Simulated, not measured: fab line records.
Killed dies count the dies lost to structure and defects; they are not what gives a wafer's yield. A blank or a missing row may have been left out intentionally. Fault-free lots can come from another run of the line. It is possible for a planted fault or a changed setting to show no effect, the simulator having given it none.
Chamber matching ; flow n5 finfet ; 4 sister chambers for N5_GATE_CUT_SAC_CAP_01 on ald sin-01
The step material SiNx, target thk 24 nm, pulse time 1 s, ald cycles 480. 18 wafers are shown with their chamber, then 9 later ones without.

WAFERS WITH THEIR CHAMBER
wafer;chamber;heater power w (W);precursor pulse height rel
L075.3;1;826;1.002
L075.4;2;788;0.996
L075.5;2;802;0.986
L077.1;2;819;0.995
L077.4;3;830;0.984
L077.5;2;824;0.980
L080.2;0;852;0.984
L080.3;1;836;1.023
L080.4;2;816;0.992
L085.2;2;819;0.970
L085.3;0;883;1.020
L085.4;1;825;1.023
L088.3;1;819;0.981
L088.4;2;811;0.987
L088.6;0;851;0.987
L090.1;1;862;1.005
L090.5;2;820;0.990
L090.6;1;832;1.009

SIGNATURES (means of the wafers above)
reading;chamber 0;chamber 1;chamber 2;chamber 3;scatter within a chamber
heater power w;862.00;833.33;812.38;830.00;14.2
precursor pulse height rel;0.99700;1.00717;0.98700;0.98400;0.0135
Rule: distance of a wafer from a chamber = root of the sum over the readings of ((wafer's reading minus chamber's mean) / reading's scatter) squared. The wafer belongs to the nearest chamber; if the next one is less than 2 further off, it can't be placed. How the scatter is found: for the shown wafers, subtract from each reading the mean of its chamber, square and add these, divide the total by (wafers less chambers), then take the root.

WAFERS WITH NO CHAMBER GIVEN
wafer;heater power w (W);precursor pulse height rel
L091.2;839;0.963
L091.5;880;1.024
L091.6;816;1.029
L094.2;825;1.000
L094.4;825;1.014
L094.5;803;0.996
L096.2;865;0.980
L096.4;875;0.988
L096.6;838;1.012

EACH ONE'S CHAMBER
wafer;from the rows above;in truth
L091.2;can't be placed: 3 or 2 or 0 or 1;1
L091.5;can't be placed: 0 or 1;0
L091.6;can't be placed: 1 or 2 or 3 or 0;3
L094.2;can't be placed: 1 or 3 or 2 or 0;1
L094.4;can't be placed: 1 or 2 or 3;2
L094.5;can't be placed: 2 or 3 or 1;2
L096.2;can't be placed: 0 or 3 or 1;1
L096.4;0;0
L096.6;can't be placed: 1 or 0 or 3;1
Placed correctly: 1 of 9. Unplaceable from these rows: 8, with the true chamber sitting among the candidates in 8. Wrongly placed: 0.
